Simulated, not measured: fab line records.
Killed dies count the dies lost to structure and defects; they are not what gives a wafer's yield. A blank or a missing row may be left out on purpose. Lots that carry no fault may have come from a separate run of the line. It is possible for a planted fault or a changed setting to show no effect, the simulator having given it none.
Comparing a struck lot with a sound one ; flow nandHarc ; 16 out of 1302 route steps
Sound: these wafers, L465.3, L465.5, L465.6. Struck: wafer L474.1 (L474.3, L474.5, from the same lot, were not struck and are left out); the cause is given at the end.
Per side, at each step with rows, come the tool, then ch with its chambers, and then its first start. Under that, the readings that differ: sound wafers ; struck wafers ; difference of the means ; sigmas: that difference in standard deviations of wafers without a fault.
alike: readings whose means differ by less than 2 such deviations, and words and numbers that are the same on both sides. not compared: withheld readings, readings that some wafer has no value for, bounds like >300 that may hide the same value, and numbers for which the record gives no deviation and whose values overlap.
A row with sigmas, a row that says differs or no value, or rows on one side alone: a step with any of these is where the two part. Numbers that have no deviation but don't overlap get no sigmas and don't part them. A reading that every wafer of one side lacks parts them only if that side has two wafers or more.

NHARC_A_DECK1_JOINT_INSPECT_05:
  struck on defectInspect-01, day 16 11:58; sound on defectInspect-02, day 13 05:07
reading;sound;struck;difference;sigmas
rawDefectCount;378 409 417;141;-260;-2
next comes 1 step that has no rows for these wafers: NHARC_A_ONON_D2_DEP_00 (target thickness 1000 nm).
NHARC_A_ONON_D2_THK_MEAS_02: measures by ellipsometry.
  struck on filmMetro-01, day 16 12:32; sound on filmMetro-02, day 13 05:41
  alike: thkNm
next comes 1 step that has no rows for these wafers: NHARC_A_ONON_D2_DEP_03 (target thickness 1000 nm).
NHARC_A_ONON_D2_THK_MEAS_05: measures by ellipsometry.
  struck on filmMetro-02, day 16 13:06; sound on filmMetro-01, day 13 06:16
reading;sound;struck;difference;sigmas
thkNm (nm);1011 1012 1012;998;-14;-2
next comes 1 step that has no rows for these wafers: NHARC_A_ONON_D2_DEP_06 (target thickness 1000 nm).
NHARC_A_ONON_D2_THK_MEAS_08: measures by ellipsometry.
  struck on filmMetro-02, day 16 13:40; sound on filmMetro-01, day 13 06:50
  alike: thkNm
next comes 1 step that has no rows for these wafers: NHARC_A_ONON_D2_DEP_09 (target thickness 1000 nm).
NHARC_A_ONON_D2_THK_MEAS_11: measures by ellipsometry.
  struck on filmMetro-01, day 16 14:14; sound on filmMetro-02, day 13 07:25
  alike: thkNm
next comes 1 step that has no rows for these wafers: NHARC_A_ONON_D2_DEP_12 (target thickness 1000 nm).
NHARC_A_ONON_D2_THK_MEAS_14: measures by ellipsometry.
  struck on filmMetro-01, day 16 14:49; sound on filmMetro-01, day 13 07:59
  alike: thkNm
then, 1 step without rows for these wafers: NHARC_A_ONON_D2_ANNEAL_15 (time 3600 s).
NHARC_A_ONON_D2_DEP_16: target thk 1000 nm.
  sound on pecvdOnon-04 ch 0, day 13 12:46; struck on pecvdOnon-02 ch 0, day 16 22:16
NHARC_A_ONON_D2_THK_MEAS_18: measures by ellipsometry.
  struck on filmMetro-01, day 16 22:47; sound on filmMetro-02, day 13 13:10
reading;sound;struck;difference;sigmas
thkNm (nm);982 981 982;859;-123;-13
next comes 1 step that has no rows for these wafers: NHARC_A_ONON_D2_DEP_19 (target thickness 1000 nm).
-- jump in the record: it breaks off in module A_ONON_D2 and resumes in module END (first step shown: number 1302 of the route), and 11 days separate the struck wafers' starts before and after --
NHARC_END_SORT_01:
  the record has rows for the struck wafers here (prober-02 ch 0, day 28 01:13) and none for the sound ones

== WHERE THEY PART ==
At NHARC_A_DECK1_JOINT_INSPECT_05 first; at NHARC_END_SORT_01 last (within this record only).

WHY: the cause the simulator had injected
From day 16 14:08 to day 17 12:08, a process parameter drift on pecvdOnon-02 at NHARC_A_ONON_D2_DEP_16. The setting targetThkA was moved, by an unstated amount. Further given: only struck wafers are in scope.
